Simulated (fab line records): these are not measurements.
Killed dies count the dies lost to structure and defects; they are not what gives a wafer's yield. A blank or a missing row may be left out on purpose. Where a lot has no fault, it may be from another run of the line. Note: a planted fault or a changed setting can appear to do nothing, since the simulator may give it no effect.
Matching of chambers / flow n5_finfet / N5_BEOL_M8_STRIP_19 on rie_diel-02: 4 sister chambers
The step strips in O2. 4 wafers are shown with their chamber, then 8 later ones without.

== WAFERS PAIRED WITH THEIR CHAMBERS ==
wafer=L076.5; chamber=2; showerhead_plenum_p_Torr (Torr)=1.97
wafer=L084.3; chamber=1; showerhead_plenum_p_Torr (Torr)=2.00
wafer=L084.6; chamber=3; showerhead_plenum_p_Torr (Torr)=2.15
wafer=L085.1; chamber=0; showerhead_plenum_p_Torr (Torr)=2.06

== WAFERS MISSING THEIR CHAMBER ==
wafer=L085.2; showerhead_plenum_p_Torr (Torr)=2.15
wafer=L085.6; showerhead_plenum_p_Torr (Torr)=2.00
wafer=L094.1; showerhead_plenum_p_Torr (Torr)=2.06
wafer=L094.5; showerhead_plenum_p_Torr (Torr)=2.14
wafer=L094.6; showerhead_plenum_p_Torr (Torr)=2.06
wafer=L096.1; showerhead_plenum_p_Torr (Torr)=1.99
wafer=L096.3; showerhead_plenum_p_Torr (Torr)=2.22
wafer=L096.5; showerhead_plenum_p_Torr (Torr)=2.05

== EACH ONE'S CHAMBER ==
wafer=L085.2; from the rows above=3; in truth=3
wafer=L085.6; from the rows above=can't be placed: 1 or 2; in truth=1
wafer=L094.1; from the rows above=0; in truth=0
wafer=L094.5; from the rows above=3; in truth=3
wafer=L094.6; from the rows above=0; in truth=0
wafer=L096.1; from the rows above=can't be placed: 1 or 2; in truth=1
wafer=L096.3; from the rows above=3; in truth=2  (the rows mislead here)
wafer=L096.5; from the rows above=can't be placed: 0 or 1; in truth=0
Correct placement for 4 of the 8. These rows do not allow placing 3 (true chamber among the candidates in 3). 1 placed wrongly.
How it was worked out, from the rows above alone: a wafer's distance from a chamber is the root of the sum, over the readings, of the square of ((its reading less the chamber's mean) divided by the reading's scatter). If the next closest chamber is less than 2 further off than the closest, the wafer can't be placed; otherwise it belongs to the closest. A chamber's mean is the mean of its shown wafers. The scatter (one wafer shown for each chamber): square how far every hidden wafer sits from the nearest shown wafer, average those squares and take the square root.
